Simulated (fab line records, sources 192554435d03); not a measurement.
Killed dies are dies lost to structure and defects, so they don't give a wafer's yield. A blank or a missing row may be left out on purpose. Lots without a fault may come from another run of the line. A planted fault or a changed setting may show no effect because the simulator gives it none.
Chamber matching | flow n5_finfet | N5_BEOL_M0_SAQP_HM_DEP_111 on pecvd-02: 3 sister chambers
The step deposits SiO2 from SiH4/N2O, target thk 12 nm, time 7.2 s. 20 wafers are shown with their chamber, then 10 later ones without.

WAFERS WITH THEIR CHAMBER
wafer  | chamber | showerhead_plenum_p_Torr (Torr) | heater_power_w (W) | chamber_pressure_Torr (Torr)
L075.3 | 0       | 8.02                            | 728                | 0.7490
L075.4 | 1       | 8.06                            | 672                | 0.7532
L075.6 | 0       | 8.02                            | 704                | 0.7503
L077.3 | 1       | 8.04                            | 598                | 0.7474
L077.4 | 2       | 8.14                            | 739                | 0.7482
L077.5 | 1       | 8.04                            | 617                | 0.7484
L081.1 | 2       | 8.14                            | 781                | 0.7515
L081.4 | 0       | 8.03                            | 665                | 0.7490
L081.6 | 2       | 8.12                            | 779                | 0.7470
L082.2 | 0       | 8.03                            | 689                | 0.7495
L082.4 | 2       | 8.15                            | 771                | 0.7499
L082.5 | 1       | 8.04                            | 585                | 0.7486
L087.3 | 0       | 8.02                            | 705                | 0.7480
L087.4 | 0       | 8.05                            | 713                | 0.7490
L087.6 | 2       | 8.14                            | 750                | 0.7487
L089.1 | 0       | 8.01                            | 732                | 0.7486
L089.2 | 1       | 8.07                            | 599                | 0.7510
L089.6 | 1       | 8.03                            | 586                | 0.7511
L090.1 | 1       | 8.06                            | 673                | 0.7496
L090.2 | 2       | 8.14                            | 767                | 0.7483

SIGNATURES (means of the wafers above)
reading                  | chamber 0 | chamber 1 | chamber 2 | scatter within a chamber
showerhead_plenum_p_Torr | 8.0257    | 8.0486    | 8.1383    | 0.0127
heater_power_w           | 705.14    | 618.57    | 764.50    | 28.1
chamber_pressure_Torr    | 0.749057  | 0.749900  | 0.748933  | 0.00152
Rule: a wafer's distance from a chamber is the root of the sum, over the readings, of the square of ((its reading less the chamber's mean) divided by the reading's scatter). The wafer belongs to the nearest chamber; if the next one is less than 2 further off, it can't be placed. The scatter: the root of (the sum of the squares of (reading less its chamber's mean) over the shown wafers, divided by (wafers less chambers)).

WAFERS WITHOUT THEIR CHAMBER
wafer  | showerhead_plenum_p_Torr (Torr) | heater_power_w (W) | chamber_pressure_Torr (Torr)
L090.4 | 8.02                            | 631                | 0.7534
L093.1 | 8.17                            | 752                | 0.7484
L093.2 | 8.04                            | 725                | 0.7517
L093.5 | 8.04                            | 582                | 0.7477
L094.1 | 8.04                            | 651                | 0.7478
L094.3 | 8.16                            | 694                | 0.7504
L094.5 | 8.03                            | 634                | 0.7478
L095.4 | 8.06                            | 674                | 0.7528
L095.5 | 8.02                            | 633                | 0.7492
L095.6 | 8.12                            | 676                | 0.7517

WHICH CHAMBER EACH WENT THROUGH
wafer  | from the rows above     | in truth
L090.4 | can't be placed: 1 or 0 | 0
L093.1 | 2                       | 2
L093.2 | can't be placed: 0 or 1 | 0
L093.5 | 1                       | 1
L094.1 | can't be placed: 1 or 0 | 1
L094.3 | 2                       | 2
L094.5 | can't be placed: 1 or 0 | 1
L095.4 | can't be placed: 1 or 0 | 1
L095.5 | can't be placed: 1 or 0 | 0
L095.6 | 2                       | 2
Placed correctly: 4 of 10. Can't be placed from these rows: 6 (the true chamber is among the candidates in 6). Placed wrongly: 0.
